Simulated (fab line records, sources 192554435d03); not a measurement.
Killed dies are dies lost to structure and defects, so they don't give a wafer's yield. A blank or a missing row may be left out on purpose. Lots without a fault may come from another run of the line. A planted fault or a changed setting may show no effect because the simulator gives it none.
One fault seen from 3 desks | flow n5_finfet | each desk has only its own numbers; what lay behind them comes last

THE METROLOGY DESK
What the gauges read, lot by lot, whatever tool the lot ran on: means of the sampled wafers that have a number. A lot is out of limits, marked OUT, if its mean lies more than 4 standard deviations from the usual mean; the brackets give that distance.
Columns: A = M6_THK at N5_BEOL_M6_THK_MEAS_53, usual 80.9 nm
lot  | first seen here | A
L549 | day 9 07:10     | 80.8
L550 | day 9 23:43     | 83.7
L552 | day 10 00:01    | 80.9
L555 | day 10 11:38    | 81.4
L554 | day 10 12:05    | 83.4
L556 | day 11 06:02    | 81.3
L560 | day 12 01:38    | 77.8
L562 | day 12 15:51    | 80.4
L564 | day 13 00:25    | 75.8
L566 | day 13 05:40    | 81.5
L570 | day 14 04:01    | 78.7
L572 | day 14 21:11    | 79.4
This desk's finding: nothing out of limits on any of the 12 lots.

THE TOOL OWNER'S DESK: pecvd-02
The tool's own readings at N5_BEOL_M7_PECVD_70 (deposits SiO2 from TEOS/O2, target thk 20 nm, time 22.7 s): means of the sampled wafers that have a number, for each lot that ran on this tool. A lot is out of limits, marked OUT, if its mean lies more than 4 standard deviations from the usual mean; the brackets give that distance.
Columns: A = heater_power_w at N5_BEOL_M7_PECVD_70, usual 659 W; B = rf_fwd_power_W at N5_BEOL_M7_PECVD_70, usual 445.6 W; C = showerhead_plenum_p_Torr at N5_BEOL_M7_PECVD_70, usual 8.78 Torr; D = throttle_valve_pct at N5_BEOL_M7_PECVD_70, usual 22.1 %
lot  | first seen here | A   | B     | C    | D
L552 | day 10 00:57    | 758 | 443.4 | 8.78 | 23.5
L556 | day 11 07:14    | 645 | 445.8 | 8.73 | 22.6
L566 | day 13 06:29    | 638 | 445.2 | 8.67 | 22.2
L570 | day 14 04:49    | 645 | 447.2 | 8.72 | 21.8
This desk's finding: nothing out of limits on any of the 4 lots.

THE DEFECT DESK
What the inspections along the route counted, lot by lot: means of the sampled wafers that have a number. A lot is out of limits, marked OUT, if its mean lies more than 4 standard deviations from the usual mean; the brackets give that distance.
Columns: A = raw_defect_count at N5_BEOL_M6_INSPECT_58, usual 78; B = raw_defect_count at N5_BEOL_M7_INSPECT_13, usual 428
lot  | first seen here | A   | B
L549 | day 9 07:19     | 72  | 350
L550 | day 9 23:53     | 98  | 616
L552 | day 10 00:12    | 59  | 355
L555 | day 10 11:55    | 67  | 399
L554 | day 10 12:14    | 59  | 394
L556 | day 11 06:12    | 92  | 542
L560 | day 12 01:47    | 42  | 399
L562 | day 12 16:00    | 107 | 543
L564 | day 13 00:34    | 97  | 492
L566 | day 13 05:50    | 68  | 1093 (+6.0) OUT
L570 | day 14 04:10    | 70  | 1030 (+5.5) OUT
L572 | day 14 21:20    | 79  | 286
This desk's finding: out of limits on L566, L570; first on L566, day 13 07:25 (raw_defect_count at N5_BEOL_M7_INSPECT_13). In limits: L549, L550, L552, L555, L554, L556, L560, L562, L564, L572.

PUT TOGETHER
The defect desk could have raised an alarm at day 13 07:25, on L566, L570.
The metrology desk saw nothing out of limits.
The tool owner's desk saw nothing out of limits.
The metrology desk has L566, L570 on record, within its limits.
The tool owner's desk has L566, L570 on record, within its limits.
Of the lots named, all ran N5_BEOL_M7_PECVD_70 on pecvd-02.

WHAT THE SIMULATOR HAD PUT IN
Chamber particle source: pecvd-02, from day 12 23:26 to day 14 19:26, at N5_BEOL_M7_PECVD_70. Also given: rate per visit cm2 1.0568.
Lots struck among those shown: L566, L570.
Hours from the fault's start to each desk's first reading out of limits: the defect desk, 8.
